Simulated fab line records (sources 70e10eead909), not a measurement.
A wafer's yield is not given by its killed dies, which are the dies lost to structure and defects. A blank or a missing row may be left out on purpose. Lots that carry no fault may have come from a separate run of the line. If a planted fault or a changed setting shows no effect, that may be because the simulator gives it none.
Matching of chambers	flow nand-harc	NHARC_A_WL_FILL_ETCHBACK_26 on rie-si-05: 4 sister chambers
The step etches the open film in HBr, target depth 52 nm, time 13.3 s. 8 wafers are shown with their chamber, then 7 later ones without.

== WAFERS, EACH WITH ITS CHAMBER ==
wafer	chamber	drypump-motor-current-A (A)	oes-product-au (a.u.)
L077.1	3	6.0	0.994
L079.1	2	5.7	0.991
L088.3	2	5.6	0.989
L089.4	1	5.3	1.016
L089.5	1	5.3	1.005
L089.6	0	6.5	1.011
L090.2	0	6.5	1.006
L090.4	3	6.0	1.014

== WAFERS MISSING THEIR CHAMBER ==
wafer	drypump-motor-current-A (A)	oes-product-au (a.u.)
L090.6	5.4	1.006
L097.1	5.6	0.992
L097.2	6.0	1.014
L097.5	5.6	0.993
L096.3	5.3	1.011
L096.4	6.0	1.008
L096.5	5.3	1.018

== WHICH CHAMBER EACH ONE RAN IN ==
wafer	from the rows above	in truth
L090.6	1	1
L097.1	2	2
L097.2	3	3
L097.5	2	2
L096.3	1	1
L096.4	3	3
L096.5	1	1
Correctly placed: 7 of 7. Can't be placed from these rows: 0. 0 placed wrongly.
How it was worked out, from the rows above alone: a wafer's distance from a chamber is the root of the sum, over the readings, of the square of ((its reading less the chamber's mean) divided by the reading's scatter). The wafer belongs to the nearest chamber; if the next one is less than 2 further off, it can't be placed. A chamber's mean is the mean of its shown wafers. The scatter: take each reading less its chamber's mean, square it, sum over the shown wafers, divide by the number of wafers less the number of chambers, and take the root.
